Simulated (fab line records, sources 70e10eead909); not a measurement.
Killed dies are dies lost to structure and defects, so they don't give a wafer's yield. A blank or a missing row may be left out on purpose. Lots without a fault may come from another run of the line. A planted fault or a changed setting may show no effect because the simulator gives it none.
Which tool did it? | flow nand_harc | 24 lots, 72 wafers sampled, at 4 steps of a route of 1159

WHAT THE GAUGES READ, wafer by wafer
NHARC_A_CONTACT_INSPECT_10. Usual: raw_defect_count 30, standard deviation 15.
lot  | measured     | on                | raw_defect_count | flag
L077 | day 20 07:39 | defect_inspect-01 | 14 28 18         |
L078 | day 20 10:17 | defect_inspect-02 | 14 9 16          |
L074 | day 20 16:42 | defect_inspect-02 | 19 19 30         |
L076 | day 20 17:29 | defect_inspect-01 | 6 8 10           |
L075 | day 20 23:14 | defect_inspect-01 | 44 32 57         |
L082 | day 21 06:18 | defect_inspect-01 | 15 18 8          |
L080 | day 21 07:47 | defect_inspect-01 | 27 27 28         |
L079 | day 21 13:08 | defect_inspect-02 | 13 16 18         |
L081 | day 21 13:50 | defect_inspect-01 | 39 32 42         |
L084 | day 21 16:48 | defect_inspect-01 | 30 37 32         |
L083 | day 21 19:40 | defect_inspect-01 | 30 40 35         |
L087 | day 22 04:28 | defect_inspect-02 | 54 49 52         |
L088 | day 22 20:46 | defect_inspect-02 | 36 49 43         |
L085 | day 22 22:09 | defect_inspect-01 | 13 18 21         |
L089 | day 22 23:18 | defect_inspect-02 | 37 43 22         |
L093 | day 23 06:37 | defect_inspect-02 | 48 33 42         |
L091 | day 23 12:56 | defect_inspect-02 | 43 40 33         |
L092 | day 23 13:34 | defect_inspect-02 | 13 9 10          |
L095 | day 23 14:11 | defect_inspect-01 | 54 64 53         |
L094 | day 23 16:42 | defect_inspect-02 | 32 17 25         |
L090 | day 23 17:55 | defect_inspect-02 | 26 24 34         |
L086 | day 24 05:05 | defect_inspect-01 | 44 56 63         |
L097 | day 24 13:59 | defect_inspect-01 | 14 12 17         |
L096 | day 24 18:41 | defect_inspect-01 | 46 50 38         |

NHARC_A_CONTACT_INSPECT_23. Usual: raw_defect_count 413, standard deviation 120.
lot  | measured     | on                | raw_defect_count | flag
L077 | day 21 13:46 | defect_inspect-01 | 367 251 275      |
L078 | day 21 21:02 | defect_inspect-01 | 388 381 396      |
L074 | day 22 02:13 | defect_inspect-01 | 462 552 424      |
L076 | day 22 02:54 | defect_inspect-01 | 552 509 550      |
L075 | day 22 04:50 | defect_inspect-02 | 317 420 409      |
L082 | day 22 06:39 | defect_inspect-01 | 481 330 471      |
L080 | day 22 13:34 | defect_inspect-01 | 327 359 598      |
L079 | day 22 20:14 | defect_inspect-01 | 323 363 366      |
L081 | day 22 20:56 | defect_inspect-01 | 483 399 349      |
L084 | day 22 20:59 | defect_inspect-02 | 471 294 331      |
L083 | day 23 03:17 | defect_inspect-02 | 381 364 483      |
L087 | day 23 08:27 | defect_inspect-02 | 382 459 348      |
L088 | day 23 21:15 | defect_inspect-02 | 476 356 276      |
L085 | day 23 21:35 | defect_inspect-02 | 500 441 524      |
L089 | day 23 22:01 | defect_inspect-02 | 363 669 559      |
L093 | day 24 02:08 | defect_inspect-01 | 500 365 352      |
L091 | day 24 03:18 | defect_inspect-01 | 234 252 291      |
L092 | day 24 04:02 | defect_inspect-02 | 391 349 323      |
L095 | day 24 08:42 | defect_inspect-02 | 313 349 586      |
L094 | day 24 13:47 | defect_inspect-02 | 401 411 428      |
L090 | day 24 14:30 | defect_inspect-02 | 313 375 271      |
L086 | day 25 05:27 | defect_inspect-01 | 296 335 234      |
L097 | day 25 16:37 | defect_inspect-02 | 485 750 657      |
L096 | day 25 20:35 | defect_inspect-01 | 304 392 331      |

WHICH TOOL RAN EACH LOT (tool, then ch and the chambers of the sampled wafers, then the start)
lot  | NHARC_A_CONTACT_DESCUM_13          | NHARC_A_CONTACT_ETCH_30
L077 | rie_diel-06 ch 1,3, day 20 07:43   | rie_diel-06 ch 2,3, day 21 13:46 or earlier
L078 | rie_diel-05 ch 0,1,2, day 20 10:31 | rie_diel-05 ch 0,1,2, day 21 21:02 or earlier
L074 | rie_diel-05 ch 1,2, day 20 17:05   | rie_diel-05 ch 0,3, day 22 02:13 or earlier
L076 | rie_diel-05 ch 0,1,3, day 20 17:34 | rie_diel-05 ch 0,2, day 22 02:54 or earlier
L075 | rie_diel-06 ch 0,1,3, day 20 23:18 | rie_diel-06 ch 0,2, day 22 04:50 or earlier
L082 | rie_diel-04 ch 0,2, day 21 06:22   | rie_diel-04 ch 0,2,3, day 22 06:39 or earlier
L080 | rie_diel-04 ch 0,1,2, day 21 07:53 | rie_diel-04 ch 0,2,3, day 22 13:34 or earlier
L079 | rie_diel-06 ch 1,2, day 21 13:12   | rie_diel-06 ch 1,2, day 22 20:14 or earlier
L081 | rie_diel-05 ch 1,3, day 21 13:53   | rie_diel-05 ch 1,2,3, day 22 20:56 or earlier
L084 | rie_diel-06 ch 1,2,3, day 21 16:52 | rie_diel-06 ch 0,3, day 22 20:59 or earlier
L083 | rie_diel-04 ch 1,2,3, day 21 19:43 | rie_diel-04 ch 0,1,2, day 23 03:17 or earlier
L087 | rie_diel-06 ch 2,3, day 22 04:31   | rie_diel-06 ch 0,2,3, day 23 08:27 or earlier
L088 | rie_diel-06 ch 0,1,2, day 22 20:50 | rie_diel-06 ch 0,1,3, day 23 21:15 or earlier
L085 | rie_diel-06 ch 1,2,3, day 22 22:15 | rie_diel-06 ch 1,2,3, day 23 21:35 or earlier
L089 | rie_diel-05 ch 1,2,3, day 22 23:22 | rie_diel-05 ch 0,2,3, day 23 22:01 or earlier
L093 | rie_diel-05 ch 0,3, day 23 06:40   | rie_diel-05 ch 0,1,3, day 24 02:08 or earlier
L091 | rie_diel-06 ch 0,1,2, day 23 13:00 | rie_diel-06 ch 0,1,2, day 24 03:18 or earlier
L092 | rie_diel-04 ch 0,2,3, day 23 13:38 | rie_diel-04 ch 1,3, day 24 04:02 or earlier
L095 | rie_diel-04 ch 0,2, day 23 14:14   | rie_diel-04 ch 1,2,3, day 24 08:42 or earlier
L094 | rie_diel-06 ch 0,3, day 23 16:46   | rie_diel-06 ch 0,1,3, day 24 13:47 or earlier
L090 | rie_diel-05 ch 1,2,3, day 23 17:58 | rie_diel-05 ch 0,1,2, day 24 14:30 or earlier
L086 | rie_diel-06 ch 0,2, day 24 05:09   | rie_diel-06 ch 1,2,3, day 25 05:27 or earlier
L097 | rie_diel-06 ch 0,2,3, day 24 14:04 | rie_diel-06 ch 1,2,3, day 25 16:37 or earlier
L096 | rie_diel-05 ch 0,2, day 24 18:46   | rie_diel-05 ch 0,2,3, day 25 20:35 or earlier
- NHARC_A_CONTACT_DESCUM_13: chemistry O2, time 3 s.
- NHARC_A_CONTACT_ETCH_30: etches the open film in CF4/CHF3, target depth 60.5 nm, time 30.2 s.

WHAT THE TOOLS THEMSELVES READ (means of the sampled wafers that have a number; where no wafer has one, the mark that the record gives instead)
NHARC_A_CONTACT_DESCUM_13. Usual: drypump_motor_current_A 5.8 A, standard deviation 0.58; oes_product_au 0.997 a.u., standard deviation 0.0083; rf_vpp_V 57.9 V, standard deviation 0.95; showerhead_plenum_p_Torr 1.92 Torr, standard deviation 0.082; throttle_valve_pct 11.311 %, standard deviation 0.0091.
lot  | tool        | drypump_motor_current_A (A) | oes_product_au (a.u.) | rf_vpp_V (V) | showerhead_plenum_p_Torr (Torr) | throttle_valve_pct (%) | flag
L077 | rie_diel-06 | 5.6                         | 0.996                 | 59.2         | 2.01                            | 11.318                 |
L078 | rie_diel-05 | 6.0                         | 0.988                 | 56.8         | 1.91                            | 11.316                 |
L074 | rie_diel-05 | 6.3                         | 0.998                 | 58.2         | 1.93                            | 11.319                 |
L076 | rie_diel-05 | 5.6                         | 0.996                 | 58.3         | 1.86                            | 11.307                 |
L075 | rie_diel-06 | 5.9                         | 0.985                 | 58.6         | 2.00                            | 11.317                 |
L082 | rie_diel-04 | 6.4                         | 1.008                 | 57.9         | 1.85                            | 11.316                 |
L080 | rie_diel-04 | 6.1                         | 1.004                 | 58.2         | 1.89                            | 11.306                 |
L079 | rie_diel-06 | 5.2                         | 1.002                 | 58.0         | 1.88                            | 11.302                 |
L081 | rie_diel-05 | 5.7                         | 1.003                 | 57.7         | 1.82                            | 11.313                 |
L084 | rie_diel-06 | 5.4                         | 1.006                 | 57.6         | 1.94                            | 11.305                 |
L083 | rie_diel-04 | 5.6                         | 0.999                 | 58.1         | 1.96                            | 11.320                 |
L087 | rie_diel-06 | 5.7                         | 1.002                 | 58.4         | 1.92                            | 11.310                 |
L088 | rie_diel-06 | 5.7                         | 0.997                 | 57.8         | 1.92                            | 11.304                 |
L085 | rie_diel-06 | 5.4                         | 0.991                 | 58.5         | 1.94                            | 11.306                 |
L089 | rie_diel-05 | 6.0                         | 0.987                 | 57.8         | 1.88                            | 11.318                 |
L093 | rie_diel-05 | 5.3                         | 0.992                 | 57.5         | 1.87                            | 11.310                 |
L091 | rie_diel-06 | 5.7                         | 0.994                 | 58.5         | 1.92                            | 11.306                 |
L092 | rie_diel-04 | 6.0                         | 1.003                 | 57.4         | 1.92                            | 11.306                 |
L095 | rie_diel-04 | 6.4                         | 1.004                 | 57.2         | 1.84                            | 11.317                 |
L094 | rie_diel-06 | 6.1                         | 0.995                 | 59.2         | 1.97                            | 11.311                 |
L090 | rie_diel-05 | 6.0                         | 0.997                 | 56.9         | 1.87                            | 11.312                 |
L086 | rie_diel-06 | 6.2                         | 1.003                 | 58.1         | 1.89                            | 11.305                 |
L097 | rie_diel-06 | 6.0                         | 0.990                 | 58.4         | 1.91                            | 11.317                 |
L096 | rie_diel-05 | 5.6                         | 0.999                 | 58.2         | 1.91                            | 11.311                 |

NHARC_A_CONTACT_ETCH_30. Usual: cf4_flow_sccm 99.94 sccm, standard deviation 0.29; drypump_motor_current_A 5.8 A, standard deviation 0.57; oes_product_au 0.932 a.u., standard deviation 0.02; rf_vpp_V 370.7 V, standard deviation 2.3; showerhead_plenum_p_Torr 1.57 Torr, standard deviation 0.065; throttle_valve_pct 16.803 %, standard deviation 0.0087.
lot  | tool        | cf4_flow_sccm (sccm) | drypump_motor_current_A (A) | oes_product_au (a.u.) | rf_vpp_V (V) | showerhead_plenum_p_Torr (Torr) | throttle_valve_pct (%) | flag
L077 | rie_diel-06 | 100.07               | 5.7                         | 0.918                 | 369.9        | 1.59                            | 16.801                 |
L078 | rie_diel-05 | 99.95                | 5.9                         | 0.926                 | 371.4        | 1.57                            | 16.798                 |
L074 | rie_diel-05 | 100.11               | 5.4                         | 0.918                 | 369.1        | 1.52                            | 16.812                 |
L076 | rie_diel-05 | 100.00               | 6.0                         | 0.916                 | 371.5        | 1.60                            | 16.808                 |
L075 | rie_diel-06 | 100.30               | 5.8                         | 0.924                 | 369.2        | 1.52                            | 16.803                 |
L082 | rie_diel-04 | 99.79                | 6.0                         | 0.971                 | 370.9        | 1.58                            | 16.802                 |
L080 | rie_diel-04 | 100.09               | 6.0                         | 0.957                 | 370.6        | 1.58                            | 16.800                 |
L079 | rie_diel-06 | 100.00               | 5.2                         | 0.930                 | 368.7        | 1.54                            | 16.804                 |
L081 | rie_diel-05 | 100.11               | 6.0                         | 0.922                 | 369.9        | 1.55                            | 16.801                 |
L084 | rie_diel-06 | 99.72                | 6.4                         | 0.922                 | 372.1        | 1.61                            | 16.798                 |
L083 | rie_diel-04 | 99.97                | 6.1                         | 0.917                 | 370.2        | 1.55                            | 16.805                 |
L087 | rie_diel-06 | 99.84                | 6.0                         | 0.964                 | 370.8        | 1.57                            | 16.793                 |
L088 | rie_diel-06 | 99.91                | 5.9                         | 0.907                 | 372.2        | 1.64                            | 16.803                 |
L085 | rie_diel-06 | 100.17               | 5.4                         | 0.924                 | 371.6        | 1.60                            | 16.801                 |
L089 | rie_diel-05 | 99.96                | 5.7                         | 0.969                 | 370.1        | 1.55                            | 16.809                 |
L093 | rie_diel-05 | 99.93                | 5.6                         | 0.921                 | 369.4        | 1.53                            | 16.804                 |
L091 | rie_diel-06 | 99.85                | 5.7                         | 0.918                 | 370.4        | 1.58                            | 16.810                 |
L092 | rie_diel-04 | 100.05               | 5.3                         | 0.923                 | 372.1        | 1.61                            | 16.813                 |
L095 | rie_diel-04 | 100.20               | 5.6                         | 0.929                 | 372.4        | 1.60                            | 16.804                 |
L094 | rie_diel-06 | 99.68                | 5.8                         | 0.967                 | 373.1        | 1.63                            | 16.805                 |
L090 | rie_diel-05 | 100.06               | 5.9                         | 0.941                 | 371.2        | 1.56                            | 16.802                 |
L086 | rie_diel-06 | 100.08               | 5.4                         | 0.917                 | 371.5        | 1.59                            | 16.808                 |
L097 | rie_diel-06 | 100.13               | 5.4                         | 0.915                 | 370.8        | 1.59                            | 16.802                 |
L096 | rie_diel-05 | 99.71                | 5.8                         | 0.914                 | 370.6        | 1.55                            | 16.808                 |

THE ANSWER, worked out from the rows above alone
Rule: a lot is off if the mean of its wafers that have a number lies more than 3 standard deviations from the usual mean. A lot without any number at a reading at which 4 lots or more have one is off too. The other lots that the step has rows for count as sound. The gauges are gone through in route order, then the tools' own readings, and for those a lot's mean is taken as printed above. The first step at which some lot is off is used, and at that step the reading that is off furthest; a lot without a number counts as furthest.
No lot is off at any reading shown: from this, nothing can be told.

WHAT THE SIMULATOR HAD PUT IN
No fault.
